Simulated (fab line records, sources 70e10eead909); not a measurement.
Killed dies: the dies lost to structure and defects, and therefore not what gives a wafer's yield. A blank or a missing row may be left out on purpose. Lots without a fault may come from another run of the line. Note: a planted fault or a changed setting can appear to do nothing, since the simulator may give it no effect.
A lot that was struck, set against a sound lot -- flow nand-harc -- 15 steps out of a route of 1302
Sound: the wafers L458.1, L458.2, L458.5. Struck: wafer L468.6 (left out: L468.1, L468.2 of the same lot, which were not struck); the cause appears at the end.
Per side, at each step with rows, come the tool, then ch with its chambers, and then its first start. Under that, the readings that differ: sound wafers -- struck wafers -- difference of the means -- sigmas: that difference in standard deviations of wafers without a fault.
alike: same words and numbers on both sides, and readings whose means sit less than 2 such deviations apart. not compared: any withheld reading, any reading some wafer has no value for, any bound like >300 that may hide the same value, and any number with overlapping values for which the record gives no deviation.
Wherever a step has rows on one side only, a row that says differs or no value, or a row with sigmas, the two part there. When numbers do not overlap yet have no deviation, they are printed without sigmas and do not part them. Lack of a reading on every wafer of one side parts them only where that side has two or more wafers.

first, 5 steps without rows for these wafers: NHARC_A_CHANNEL_HOLE_D1_SOFTBAKE_05 (time 55 s); NHARC_A_CHANNEL_HOLE_D1_EBR_06; NHARC_A_CHANNEL_HOLE_D1_EXPOSE_07 (exposes mask HOLE D1, target cd 100 nm); NHARC_A_CHANNEL_HOLE_D1_PEB_08 (peb time 65 s); NHARC_A_CHANNEL_HOLE_D1_DEVELOP_09 (develop time 35 s).
NHARC_A_CHANNEL_HOLE_D1_CD_MEAS_10 targets a cd of 100 nm.
  sound on cd-sem-03 ch 0, day 10 17:59; struck on cd-sem-01 ch 0, day 15 08:12
reading,sound,struck,difference,sigmas
cd-nm (nm),100.6 100.0 101.0,99.1,-1.4,-3
NHARC_A_CHANNEL_HOLE_D1_OVL_MEAS_11:
  sound on overlay-01 at day 10 18:04; struck on overlay-01 at day 15 08:17
  alike: overlay-x-nm, overlay-y-nm
NHARC_A_CHANNEL_HOLE_D1_INSPECT_12:
  sound on defect-inspect-02 at day 10 18:07; struck on defect-inspect-02 at day 15 08:19
  alike: raw-defect-count
NHARC_A_CHANNEL_HOLE_D1_DESCUM_15: chemistry O2, time 3 s.
  sound on rie-diel-10 ch 0,2,3, day 10 18:11; struck on rie-diel-10 ch 3, day 15 08:24
  alike: drypump-motor-current-A, oes-product-au, rf-vpp-V, showerhead-plenum-p-Torr, throttle-valve-pct
  not compared: rf-hours-counter-h
NHARC_A_CHANNEL_HOLE_D1_ETCH_38: etches the open film in CF4, target depth 39 nm, time 65 s.
  sound on rie-diel-10 ch 0,2,3, day 10 18:16; struck on rie-diel-10 ch 1, day 15 08:29
  alike: drypump-motor-current-A, oes-product-au, rf-vpp-V, run-length-s, showerhead-plenum-p-Torr, throttle-valve-pct
  not compared: rf-hours-counter-h
NHARC_A_CHANNEL_HOLE_D1_ETCH_39: etches the open film in N2/H2, target depth 260 nm, time 325 s.
  sound on rie-diel-10 ch 0,1; struck on rie-diel-10 ch 1
  alike: drypump-motor-current-A, n2-flow-sccm, oes-product-au, rf-vpp-V, run-length-s, showerhead-plenum-p-Torr, throttle-valve-pct
  not compared: rf-hours-counter-h
NHARC_A_CHANNEL_HOLE_D1_ETCH_34: etches the open film in CF4/CHF3, target depth 154 nm, time 77 s.
  sound on rie-diel-10 ch 0,1,2; struck on rie-diel-10 ch 2
reading,sound,struck,difference,sigmas
run-length-s (s),98.7 98.5 97.8,99.2,+0.9,+2
  alike: drypump-motor-current-A, oes-product-au, rf-vpp-V, showerhead-plenum-p-Torr, throttle-valve-pct
  not compared: rf-hours-counter-h
NHARC_A_CHANNEL_HOLE_D1_ETCH_16: etches the open film in O2/COS, target depth 3100 nm, time 806 s.
  sound on rie-diel-10 ch 0,1,2, day 10 18:49; struck on rie-diel-10 ch 0, day 15 08:58
reading,sound,struck,difference,sigmas
run-length-s (s),827.1 826.7 827.7,557.1,-270.1,-99 or more
  alike: drypump-motor-current-A, oes-product-au, rf-vpp-V, showerhead-plenum-p-Torr, throttle-valve-pct
  not compared: rf-hours-counter-h
NHARC_A_CHANNEL_HOLE_D1_CD_MEAS_18:
  sound on cd-sem-02 at day 10 19:17; struck on cd-sem-03 at day 15 09:29
reading,sound,struck,difference,sigmas
cd-nm (nm),103.1 102.3 104.6,96.2,-7.1,-3
-- the record jumps here: 15 days lie between the struck wafers' starts before and after (it left off in module A_CHANNEL_HOLE_D1 and takes up again in module END, whose first step shown is number 1302 of the route) --
NHARC_END_SORT_01:
  only the struck wafers appear in the record here, on prober-01 ch 0 at day 30 16:42; the sound ones have no rows

== WHERE THEY PART ==
Earliest at NHARC_A_CHANNEL_HOLE_D1_CD_MEAS_10; latest, in this record, at NHARC_END_SORT_01.

WHY: what the simulator had put in
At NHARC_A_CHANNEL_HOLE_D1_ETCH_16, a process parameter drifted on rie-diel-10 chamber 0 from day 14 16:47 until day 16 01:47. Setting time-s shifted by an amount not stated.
